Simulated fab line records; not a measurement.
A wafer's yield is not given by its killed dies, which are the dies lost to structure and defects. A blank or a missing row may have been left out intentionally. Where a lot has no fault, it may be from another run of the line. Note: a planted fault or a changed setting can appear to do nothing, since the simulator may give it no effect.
Matching of chambers :: flow n5-finfet :: N5_STI_FIN_REVEAL_ALD_00 on ald-sin-01: 4 sister chambers
The step deposits SiO2, target thk 1 nm, pulse time 1 s. 4 wafers are shown with their chamber, then 9 later ones without.

## EACH WAFER AND ITS CHAMBER
wafer: L084.3
chamber: 3
heater-power-w (W): 495

wafer: L091.5
chamber: 0
heater-power-w (W): 496

wafer: L092.4
chamber: 1
heater-power-w (W): 390

wafer: L092.6
chamber: 2
heater-power-w (W): 456

## WAFERS WITHOUT THEIR CHAMBER
wafer: L093.3
heater-power-w (W): 496

wafer: L093.4
heater-power-w (W): 392

wafer: L093.6
heater-power-w (W): 459

wafer: L094.1
heater-power-w (W): 391

wafer: L094.2
heater-power-w (W): 496

wafer: L094.6
heater-power-w (W): 500

wafer: L097.1
heater-power-w (W): 467

wafer: L097.2
heater-power-w (W): 493

wafer: L097.5
heater-power-w (W): 457

## EACH ONE'S CHAMBER
wafer: L093.3
from the rows above: can't be placed: 0 or 3
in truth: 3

wafer: L093.4
from the rows above: 1
in truth: 1

wafer: L093.6
from the rows above: 2
in truth: 2

wafer: L094.1
from the rows above: 1
in truth: 1

wafer: L094.2
from the rows above: can't be placed: 0 or 3
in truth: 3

wafer: L094.6
from the rows above: can't be placed: 0 or 3
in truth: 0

wafer: L097.1
from the rows above: 2
in truth: 2

wafer: L097.2
from the rows above: can't be placed: 3 or 0
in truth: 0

wafer: L097.5
from the rows above: 2
in truth: 2
Correctly placed: 5 of 9. Unplaceable from these rows: 4, with the true chamber sitting among the candidates in 4. Placed wrongly: 0.
How it was worked out, from the rows above alone: a wafer's distance from a chamber is the root of the sum, over the readings, of the square of ((its reading less the chamber's mean) divided by the reading's scatter). If the next closest chamber is less than 2 further off than the closest, the wafer can't be placed; otherwise it belongs to the closest. For every chamber, the mean is computed from those of its wafers that are shown. The scatter (one wafer shown for each chamber): square how far every hidden wafer sits from the nearest shown wafer, average those squares and take the square root.
